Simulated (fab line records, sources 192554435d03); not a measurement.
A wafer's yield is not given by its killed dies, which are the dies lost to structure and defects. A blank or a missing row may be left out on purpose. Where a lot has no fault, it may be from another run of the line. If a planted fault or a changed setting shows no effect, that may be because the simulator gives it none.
fab line records    flow n5Finfet
record: lots: 5  wafers: 12  lastDay: 18
route steps=1938 shown BEOL_M2@911 BEOL_M3@931 BEOL_M4@1111 PASSIVATION@1936
lots untouched by any fault: they come from a run of this same line in which no faults occurred
startH: hours from the record's opening day to when the first of the lot's shown wafers began    waitH: time in hours since the lot's previous step    " identical to the entry in the row above    L1.1+2: a row that stands for several wafers    - either no value or no given start    * or withheld: withheld    < > ~ a bound
route shown NAME@n: a module of which the file shows steps, and the number in the route of the first    usual: mean/standard deviation taken from wafers without a fault    same: alike in all rows    chamber/n: place in a boat    sites: per-site readings    _std_site: how widely they spread, as a standard deviation    _edge_site: outer sites' mean less inner sites'    radiusMm: for every site, how far away it sits from the centre of the wafer    mask NAME#n: copy n    behind: the tool/chamber that last shaped the wafer    hold: why the lot went on hold/how many hours it stayed there/how the hold came to an end    device: which transistor (n, p or np) failed to switch    end of line: the tests these same wafers got at the end of their route    where a step has no rows: the recipe by itself    killed: not the wafer's yield, but the dies lost to structure and defects at the first sort    map: a wafer's dies, marking killed ones x, the rest . and places with no die _
set.NAME: the setting the step ran with; set.NAME@STEP: the setting that earlier step ran with    model.NAME: the simulator's own value behind a step, which no gauge read
lots seen at some steps along the route; tables by step, rows by wafer
services: a tool's chamber out of use, with start hour (startH, from the record's first day; less than 0 if before it), hours out, and reason
== steps ==
step: N5_BEOL_M2_ANNEAL_87
recipe: tempC: 400  timeS: 240  ambient: vacuum
step: N5_BEOL_M2_SPUTTER_88
recipe: material: Cu  targetThkA: 45  tempC: -20  chamberPressurePa: 0.07  powerW: withheld  timeS: 8.29
step: N5_BEOL_M2_ANNEAL_89
recipe: tempC: 400  timeS: 240  ambient: vacuum
step: N5_BEOL_M2_SPUTTER_90
recipe: material: Cu  targetThkA: 45  tempC: -20  chamberPressurePa: 0.07  powerW: withheld  timeS: 8.29
step: N5_BEOL_M2_ANNEAL_91
recipe: tempC: 400  timeS: 240  ambient: vacuum
step: N5_BEOL_M2_SPUTTER_92
recipe: material: Cu  targetThkA: 45  tempC: -20  chamberPressurePa: 0.07  powerW: withheld  timeS: 8.29
step: N5_BEOL_M2_ANNEAL_93
recipe: tempC: 400  timeS: 240  ambient: vacuum
step: N5_BEOL_M2_SPUTTER_94
recipe: material: Cu  targetThkA: 45  tempC: -20  chamberPressurePa: 0.07  powerW: withheld  timeS: 8.29
step: N5_BEOL_M2_ANNEAL_95
recipe: tempC: 400  timeS: 240  ambient: vacuum
step: N5_BEOL_M2_SPUTTER_96
recipe: material: Cu  targetThkA: 45  tempC: -20  chamberPressurePa: 0.07  powerW: withheld  timeS: 8.29
step: N5_BEOL_M2_ECD_50
recipe: material: Cu  targetThkA: 3000
step: N5_BEOL_M2_ANNEAL_51
recipe: tempC: 225  timeS: 90  ambient: N2
step: N5_BEOL_M2_CMP_52
recipe: stopOn: SiOC  tOverpolishS: 6.8  downForcePsi: 1  platenRpm: 50  clearingPlatenDownForcePsi: 1.5  clearingPlatenRpm: 50  postCmpClean: cuAlkaline  targetThkNm: 40  clearingPlatenPadVelocityMS: 0.99484  padVelocityMS: 0.99484
usual: barrierFieldEndpointS: 24.8/0.59  edgeZonePressureFrac: 1.000/0.0048  motorCurrentA: 5.9/0.53  overpolishRunS: 6.798/0.0097  timeToEndpointS: 62/3
lot.wafer  tool    chamber  startH  waitH  barrierFieldEndpointS  edgeZonePressureFrac  motorCurrentA  overpolishRunS  timeToEndpointS
L722.2     cmp-02  2        191.80  0.2    24.3                   0.993                 6.2            6.806           62
L722.3     "       3        "       "      23.8                   1.002                 5.7            6.809           58
L722.5     "       2        "       "      25.0                   0.998                 6.4            6.798           63
L723.5     cmp-02  1        194.79  0.2    25.2                   0.998                 5.8            6.791           63
L723.6     "       2        "       "      41.2                   1.007                 6.2            0.030           81
L726.1     cmp-02  1        207.21  0.5    25.7                   0.998                 6.1            6.791           65
L726.6     "       1        "       "      41.2                   1.000                 5.6            0.038           81
L730.5     cmp-02  0        239.15  0.2    24.9                   1.008                 5.7            6.785           61
L730.6     "       1        "       "      41.1                   1.006                 5.9            0.035           82
L737.1     cmp-04  2        291.08  0.3    23.6                   0.998                 5.4            6.798           60
L737.4     "       1        "       "      25.2                   1.011                 5.3            6.788           61
L737.5     "       2        "       "      24.3                   1.006                 5.4            6.805           59
step: N5_BEOL_M2_THK_MEAS_53
recipe: thkMeasGauge: xrf  reads: Cu_of_BEOL_M2_ECD_50
usual: M2_THK: 39.5/1.3
lot.wafer  tool          chamber  startH  waitH  M2_THK[nm]
L722.2     filmMetro-02  -        192.10  -      37.7
L722.3     "             -        "       "      39.3
L722.5     "             -        "       "      40.6
L723.5     filmMetro-01  -        194.93  -      39.2
L723.6     "             -        "       "      151.9
L726.1     filmMetro-02  -        207.47  -      39.5
L726.6     "             -        "       "      143.8
L730.5     filmMetro-02  -        239.29  -      39.5
L730.6     "             -        "       "      163.2
L737.1     filmMetro-02  -        291.38  -      39.9
L737.4     "             -        "       "      40.6
L737.5     "             -        "       "      38.6
step: N5_BEOL_M2_PRE_CLEAN_60
recipe: gas: NH3/H2  timeS: 15  tempC: *  rfPowerW: 300
step: N5_BEOL_M2_CO_CAP_55
recipe: material: Co  targetThkA: 20  tempC: 200  precursor: CCTBA/H2  pressureTorr: 30  timeS: 102.1
step: N5_BEOL_M2_PRE_CLEAN_56
recipe: gas: NH3  timeS: 15  tempC: withheld  rfPowerW: 300
step: N5_BEOL_M2_DEP_57
recipe: material: SiCN  targetThkA: 80  tempC: withheld  precursor: 3MS/NH3  pressureTorr: 3  rfW: 202  timeS: 14
step: N5_BEOL_M2_INSPECT_59
recipe: inspectInstrument: darkfield  mode: postDep
usual: rawDefectCount: 71/20
lot.wafer  tool              chamber  startH  waitH  rawDefectCount
L722.2     defectInspect-01  -        192.47  0.0    80
L722.3     "                 -        "       "      70
L722.5     "                 -        "       "      50
L723.5     defectInspect-01  -        195.22  0.0    80
L723.6     "                 -        "       "      5792
L726.1     defectInspect-01  -        207.75  0.0    83
L726.6     "                 -        "       "      5868
L730.5     defectInspect-02  -        239.58  0.0    61
L730.6     "                 -        "       "      5862
L737.1     defectInspect-02  -        291.66  0.0    60
L737.4     "                 -        "       "      95
L737.5     "                 -        "       "      42
step: N5_BEOL_M3_ILD_DEP_00
recipe: material: SiOC  targetThkA: 790  tempC: 350  precursor: DEMS/O2  pressureTorr: 5  rfW: 500  timeS: 15.3
step: N5_BEOL_M3_PECVD_72
recipe: material: SiO2  targetThkA: 160  tempC: 400  precursor: TEOS/O2  pressureTorr: 5.5  rfW: 450  teosFlowSccm: 53.8  gas: O2  flowSccm: 3000  timeS: 18
step: N5_BEOL_M3_HM_DEP_02
recipe: material: TiN  targetThkA: 200  tempC: 25  chamberPressurePa: 0.49996
step: N5_BEOL_M3_COAT_61
recipe: resist: SOC  tempC: 250  timeS: 60  spinRpm: 1500  resistThkNm: 60
step: N5_BEOL_M3_COAT_62
recipe: resist: SiARC  tempC: 220  timeS: 60  spinRpm: 1500  resistThkNm: 12
step: N5_BEOL_M3_COAT_73
recipe: resist: underlayer  tempC: 205  timeS: 60  spinRpm: 1500  resistThkNm: 5
step: N5_BEOL_M3_COAT_05
recipe: resist: CAR-EUV  spinRpm: 1500  resistThkNm: 30
step: N5_BEOL_M3_EBR_07
recipe: solvent: PGMEA  ebrWidthMm: 1.5
step: N5_BEOL_M3_SOFTBAKE_06
recipe: tempC: 110  timeS: 60  resist: CAR-EUV
step: N5_BEOL_M3_EXPOSE_08
recipe: maskId: M3  na: 0.33  sourceShape: dipole  sigmaInner: 0.369  sigmaOuter: 0.767  polarization: unpolarized  doseMj: 33
step: N5_BEOL_M3_PEB_09
recipe: pebTempC: 100  pebTimeS: 60  resist: CAR-EUV
step: N5_BEOL_M3_DEVELOP_10
recipe: developTimeS: 30  developer: TMAH  resist: CAR-EUV  rinseLiquid: surfactantRinse  dry: airSpin  devTempC: 23
step: N5_BEOL_M3_DESCUM_16
recipe: chemistry: O2  timeS: 7  sourcePowerW: 50  biasPowerW: 20  pressureMtorr: 20  rfFrequencyHz: 2.712e+07  tempC: 40  resist: CAR-EUV  o2FlowSccm: 225
step: N5_BEOL_M3_ETCH_74
recipe: chemistry: N2/H2  target: underlayer  targetDepthA: 65  maskMaterial: CAR-EUV  timeS: 5.2  ionEnergyEv: 200  pressureMtorr: 30  sourceW: 840  biasW: 150  n2FlowSccm: 200  h2FlowSccm: 200  ends: cleared
step: N5_BEOL_M3_ETCH_63
recipe: chemistry: CF4  target: SiARC  targetDepthA: 156  maskMaterial: CAR-EUV  timeS: 26  ionEnergyEv: 80  pressureMtorr: 40  sourceW: 545  biasW: 36  Ar_flow_sccm: 100  cf4FlowSccm: 100  ends: cleared
step: N5_BEOL_M3_ETCH_64
recipe: chemistry: N2/H2  target: SOC  targetDepthA: 750  overetchA: 150  maskMaterial: SiARC  tempC: 40  timeS: 112.5  ionEnergyEv: 200  pressureMtorr: 30  sourceW: 840  biasW: 150  n2FlowSccm: 200  h2FlowSccm: 200
step: N5_BEOL_M3_STRIP_65
recipe: chemistry: N2/H2  tempC: 40  n2FlowSccm: 200  h2FlowSccm: 200  rfFrequencyHz: 6e+07
step: N5_BEOL_M3_STRIP_75
recipe: chemistry: N2/H2  tempC: 40  n2FlowSccm: 200  h2FlowSccm: 200  rfFrequencyHz: 6e+07
step: N5_BEOL_M4_RC_MEAS_101
usual: DIBL_N: 36.2/1.6  DIBL_P: 36.1/2  IOFF_N: 0.16/0.032  IOFF_P: 0.22/0.036  ION_N: 672/11  ION_P: 463/7.5  SS_N: 71.4/0.58  SS_P: 73.2/0.67  VT_N: 250/3.3  VT_P: -250/3.3
lot.wafer  tool       chamber  startH  waitH  DIBL_N[mV/V]  DIBL_P[mV/V]  IOFF_N[nA/um]  IOFF_P[nA/um]  ION_N[uA/um]  ION_P[uA/um]  SS_N[mV/dec]  SS_P[mV/dec]  VT_N[mV]  VT_P[mV]
L722.2     prober-02  0        213.60  0.2    34.2          35.1          0.14           0.18           670           456           70.9          73.0          251       -256
L722.3     "          0        "       "      35.7          36.1          0.17           0.19           671           453           71.5          73.5          248       -253
L722.5     "          0        "       "      34.4          34.1          0.13           0.17           661           449           71.0          73.1          253       -258
L723.5     prober-01  0        220.86  0.6    35.2          35.4          0.16           0.24           667           466           70.4          73.9          250       -245
L726.1     prober-01  0        237.90  0.0    36.6          37.0          0.17           0.26           681           470           71.9          73.4          249       -245
L730.5     prober-02  0        270.85  0.6    36.6          37.4          0.17           0.23           674           466           71.1          73.8          247       -247
L737.1     prober-02  0        322.86  0.0    35.0          35.9          0.14           0.18           678           465           70.4          72.6          252       -251
L737.4     "          0        "       "      35.1          36.2          0.13           0.18           679           464           71.2          72.8          251       -252
L737.5     "          0        "       "      36.3          37.7          0.16           0.21           677           467           71.5          72.8          250       -253
step: N5_PASSIVATION_PROBE_49
usual: defectLimitedYield: 91.4/1.3  killed_at_M0_to_M3: 34/10  killed_at_M4_up: 14/5.6  killedAtContacts: 13/5.9  killedAtFrontEnd: 37/9.9  killedAtOther: 3.5/2.8  killedDies: 101/15  killedOnRim: 13/3.9  killedOpen: 67/12  killedShort: 32/6.6  sort_bin_5_function: 5.0/0.81  sort_bin_6_memory: 3.2/0.66  sortNPass: 1079/15  sortYieldPct: 91.4/1.3
same: grossDies: 1180  killedAtBackSide: 0  sort_bin_4_leakage[%]: 0  sort_bin_8_speed[%]: 0
lot.wafer  tool       chamber  startH  waitH  defectLimitedYield[%]  killed_at_M0_to_M3  killed_at_M4_up  killedAtContacts  killedAtFrontEnd  killedAtOther  killedDies  killedOnRim  killedOpen  killedShort  sort_bin_5_function[%]  sort_bin_6_memory[%]  sortNPass  sortYieldPct[%]
L723.6     prober-01  -        328.86  0.3    0                      1129                14               4                 31                2              1180        152          51          34           5.1                     1.9                   0          0
L726.6     prober-01  -        342.53  0.3    0                      1116                8                19                36                1              1180        152          68          30           4.5                     3.3                   0          0
L730.5     prober-01  -        372.13  0.2    87.6                   55                  20               21                45                5              146         14           96          50           7.1                     4.5                   1034       87.6
L730.6     prober-01  -        372.18  0.3    0                      1125                4                6                 44                1              1180        152          58          37           5.2                     2.5                   0          0
killed by level:class
L723.6 BEOL_M2:areaCmp=1094 BEOL_M2:geometricParticle:open=12 FIN_SAQP:geometricParticle:open=8 FIN_SAQP:geometricParticle:short=7 BEOL_M0_SAQP:geometricParticle:short=5 BEOL_M1:geometricParticle:open=5 BEOL_M5:geometricParticle:open=4 DUMMY_GATE:geometricParticle:open=3
L726.6 BEOL_M2:areaCmp=1082 MOL_CONTACT_COAG:geometricParticle:open=12 BEOL_M3:geometricParticle:open=10 STI_FIN_REVEAL:geometricParticle:open=8 BEOL_M0_SAQP:geometricParticle:open=8 FIN_SAQP:geometricParticle:short=7 MOL_CONTACT_COAG:geometricParticle:short=7 BEOL_M0_SAQP:geometricParticle:short=5
L730.5 MOL_CONTACT_COAG:geometricParticle:open=18 STI_FIN_REVEAL:geometricParticle:open=12 BEOL_M1:geometricParticle:open=12 BEOL_M0_SAQP:geometricParticle:short=11 BEOL_M0_SAQP:geometricParticle:open=11 BEOL_M4:geometricParticle:open=9 BEOL_M3:geometricParticle:open=7 ILD0:geometricParticle:short=6
L730.6 BEOL_M2:areaCmp=1085 BEOL_M0_SAQP:geometricParticle:short=12 STI_FIN_REVEAL:geometricParticle:open=12 FIN_SAQP:geometricParticle:short=8 BEOL_M3:geometricParticle:open=7 BEOL_M0_SAQP:geometricParticle:open=7 FIN_SAQP:geometricParticle:open=4 GATE_CUT:geometricParticle:short=4
map L723.6 (x killed, . not)
_________________xxxxxxxxxxxx________________
______________xxxxxxxxxxxxxxxxxx_____________
___________xxxxxxxxxxxxxxxxxxxxxxxx__________
__________xxxxxxxxxxxxxxxxxxxxxxxxxx_________
________xxxxxxxxxxxxxxxxxxxxxxxxxxxxxx_______
_______xxxxxxxxxxxxxxxxxxxxxxxxxxxxxxxx______
______xxxxxxxxxxxxxxxxxxxxxxxxxxxxxxxxxx_____
_____xxxxxxxxxxxxxxxxxxxxxxxxxxxxxxxxxxxx____
____xxxxxxxxxxxxxxxxxxxxxxxxxxxxxxxxxxxxxx___
___xxxxxxxxxxxxxxxxxxxxxxxxxxxxxxxxxxxxxxxx__
___xxxxxxxxxxxxxxxxxxxxxxxxxxxxxxxxxxxxxxxx__
__xxxxxxxxxxxxxxxxxxxxxxxxxxxxxxxxxxxxxxxxxx_
__xxxxxxxxxxxxxxxxxxxxxxxxxxxxxxxxxxxxxxxxxx_
_xxxxxxxxxxxxxxxxxxxxxxxxxxxxxxxxxxxxxxxxxxxx
_xxxxxxxxxxxxxxxxxxxxxxxxxxxxxxxxxxxxxxxxxxxx
_xxxxxxxxxxxxxxxxxxxxxxxxxxxxxxxxxxxxxxxxxxxx
_xxxxxxxxxxxxxxxxxxxxxxxxxxxxxxxxxxxxxxxxxxxx
_xxxxxxxxxxxxxxxxxxxxxxxxxxxxxxxxxxxxxxxxxxxx
_xxxxxxxxxxxxxxxxxxxxxxxxxxxxxxxxxxxxxxxxxxxx
_xxxxxxxxxxxxxxxxxxxxxxxxxxxxxxxxxxxxxxxxxxxx
_xxxxxxxxxxxxxxxxxxxxxxxxxxxxxxxxxxxxxxxxxxxx
__xxxxxxxxxxxxxxxxxxxxxxxxxxxxxxxxxxxxxxxxxx_
__xxxxxxxxxxxxxxxxxxxxxxxxxxxxxxxxxxxxxxxxxx_
___xxxxxxxxxxxxxxxxxxxxxxxxxxxxxxxxxxxxxxxx__
___xxxxxxxxxxxxxxxxxxxxxxxxxxxxxxxxxxxxxxxx__
____xxxxxxxxxxxxxxxxxxxxxxxxxxxxxxxxxxxxxx___
_____xxxxxxxxxxxxxxxxxxxxxxxxxxxxxxxxxxxx____
______xxxxxxxxxxxxxxxxxxxxxxxxxxxxxxxxxx_____
_______xxxxxxxxxxxxxxxxxxxxxxxxxxxxxxxx______
________xxxxxxxxxxxxxxxxxxxxxxxxxxxxxx_______
__________xxxxxxxxxxxxxxxxxxxxxxxxxx_________
___________xxxxxxxxxxxxxxxxxxxxxxxx__________
______________xxxxxxxxxxxxxxxxxx_____________
_________________xxxxxxxxxxxx________________
map L726.6 (x killed, . not)
_________________xxxxxxxxxxxx________________
______________xxxxxxxxxxxxxxxxxx_____________
___________xxxxxxxxxxxxxxxxxxxxxxxx__________
__________xxxxxxxxxxxxxxxxxxxxxxxxxx_________
________xxxxxxxxxxxxxxxxxxxxxxxxxxxxxx_______
_______xxxxxxxxxxxxxxxxxxxxxxxxxxxxxxxx______
______xxxxxxxxxxxxxxxxxxxxxxxxxxxxxxxxxx_____
_____xxxxxxxxxxxxxxxxxxxxxxxxxxxxxxxxxxxx____
____xxxxxxxxxxxxxxxxxxxxxxxxxxxxxxxxxxxxxx___
___xxxxxxxxxxxxxxxxxxxxxxxxxxxxxxxxxxxxxxxx__
___xxxxxxxxxxxxxxxxxxxxxxxxxxxxxxxxxxxxxxxx__
__xxxxxxxxxxxxxxxxxxxxxxxxxxxxxxxxxxxxxxxxxx_
__xxxxxxxxxxxxxxxxxxxxxxxxxxxxxxxxxxxxxxxxxx_
_xxxxxxxxxxxxxxxxxxxxxxxxxxxxxxxxxxxxxxxxxxxx
_xxxxxxxxxxxxxxxxxxxxxxxxxxxxxxxxxxxxxxxxxxxx
_xxxxxxxxxxxxxxxxxxxxxxxxxxxxxxxxxxxxxxxxxxxx
_xxxxxxxxxxxxxxxxxxxxxxxxxxxxxxxxxxxxxxxxxxxx
_xxxxxxxxxxxxxxxxxxxxxxxxxxxxxxxxxxxxxxxxxxxx
_xxxxxxxxxxxxxxxxxxxxxxxxxxxxxxxxxxxxxxxxxxxx
_xxxxxxxxxxxxxxxxxxxxxxxxxxxxxxxxxxxxxxxxxxxx
_xxxxxxxxxxxxxxxxxxxxxxxxxxxxxxxxxxxxxxxxxxxx
__xxxxxxxxxxxxxxxxxxxxxxxxxxxxxxxxxxxxxxxxxx_
__xxxxxxxxxxxxxxxxxxxxxxxxxxxxxxxxxxxxxxxxxx_
___xxxxxxxxxxxxxxxxxxxxxxxxxxxxxxxxxxxxxxxx__
___xxxxxxxxxxxxxxxxxxxxxxxxxxxxxxxxxxxxxxxx__
____xxxxxxxxxxxxxxxxxxxxxxxxxxxxxxxxxxxxxx___
_____xxxxxxxxxxxxxxxxxxxxxxxxxxxxxxxxxxxx____
______xxxxxxxxxxxxxxxxxxxxxxxxxxxxxxxxxx_____
_______xxxxxxxxxxxxxxxxxxxxxxxxxxxxxxxx______
________xxxxxxxxxxxxxxxxxxxxxxxxxxxxxx_______
__________xxxxxxxxxxxxxxxxxxxxxxxxxx_________
___________xxxxxxxxxxxxxxxxxxxxxxxx__________
______________xxxxxxxxxxxxxxxxxx_____________
_________________xxxxxxxxxxxx________________
== services ==
tool    chamber  startH  hours  kind
cmp-04  -        182.93  1.8    repair
cmp-04  -        188.59  1.0    repair
cmp-04  -        197.14  0.6    repair
cmp-02  -        231.37  0.9    repair
cmp-04  -        235.74  4.0    pm
cmp-04  -        239.74  -      consumableReplace:conditioner
cmp-04  -        239.74  -      consumableReplace:pad
== key ==
firstSign: step: N5_BEOL_M2_CMP_52  reading: overpolishRunS  direction: down  sigmas: 99+  usual: 6.798  struck: 0.034
effect: step: N5_BEOL_M2_CMP_52  reading: barrierFieldEndpointS  direction: up  sigmas: 28  usual: 24.8  struck: 41.2
effect: step: N5_BEOL_M2_THK_MEAS_53  reading: M2_THK  direction: up  sigmas: 86  usual: 39.5  struck: 153.0
effect: step: N5_BEOL_M2_INSPECT_59  reading: rawDefectCount  direction: up  sigmas: 99+  usual: 71  struck: 5841
effect: step: N5_PASSIVATION_PROBE_49  reading: killed_at_M0_to_M3  direction: up  sigmas: 99+  usual: 34  struck: 1123
moreKillsBornAt: N5_BEOL_M2_CMP_52@cmp-02: 3261
metAt N5_BEOL_M2_CMP_52
struckWafers L723.6,L726.6,L730.6
laterRowsLeftOut L723.6,L726.6,L730.6
onsetBetween 191.80 194.79
fault: kind: processParameterDrift  tool: cmp-02  chamber: -  onsetH: 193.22  steps: N5_BEOL_M2_CMP_52  channel: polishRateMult  offset: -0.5  shape: step  endH: 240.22  scope: struckWafersOnly
laterRowsLeftOut: the simulator's readings of these wafers behind a module that went badly wrong aren't trusted and aren't shown, but for the sort
